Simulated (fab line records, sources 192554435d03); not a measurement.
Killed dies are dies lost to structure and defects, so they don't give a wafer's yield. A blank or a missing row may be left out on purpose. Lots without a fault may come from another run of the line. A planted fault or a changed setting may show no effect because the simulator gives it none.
Chamber matching | flow n5_finfet | N5_BEOL_M0_SAQP_ALD_48 on ald_sin-02: 4 sister chambers
The step deposits SiO2, target thk 20 nm, pulse time 1 s, co reactant pulse time 1 s. 4 wafers are shown with their chamber, then 7 later ones without.

WAFERS WITH THEIR CHAMBER
wafer  | chamber | heater_power_w (W)
L085.6 | 3       | 103
L087.1 | 0       | 80
L088.1 | 2       | 81
L088.4 | 1       | 67

WAFERS WITHOUT THEIR CHAMBER
wafer  | heater_power_w (W)
L088.5 | 103
L090.2 | 80
L090.3 | 68
L090.5 | 82
L091.1 | 80
L091.3 | 66
L091.5 | 83

WHICH CHAMBER EACH WENT THROUGH
wafer  | from the rows above     | in truth
L088.5 | 3                       | 3
L090.2 | can't be placed: 0 or 2 | 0
L090.3 | 1                       | 1
L090.5 | can't be placed: 2 or 0 | 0
L091.1 | can't be placed: 0 or 2 | 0
L091.3 | 1                       | 1
L091.5 | can't be placed: 2 or 0 | 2
Placed correctly: 3 of 7. Can't be placed from these rows: 4 (the true chamber is among the candidates in 4). Placed wrongly: 0.
How it was worked out, from the rows above alone: a wafer's distance from a chamber is the root of the sum, over the readings, of the square of ((its reading less the chamber's mean) divided by the reading's scatter). The wafer belongs to the nearest chamber; if the next one is less than 2 further off, it can't be placed. A chamber's mean is the mean of its shown wafers. The scatter: with one shown wafer a chamber, the root of the mean of the squares of how far each hidden wafer lies from its nearest shown one.
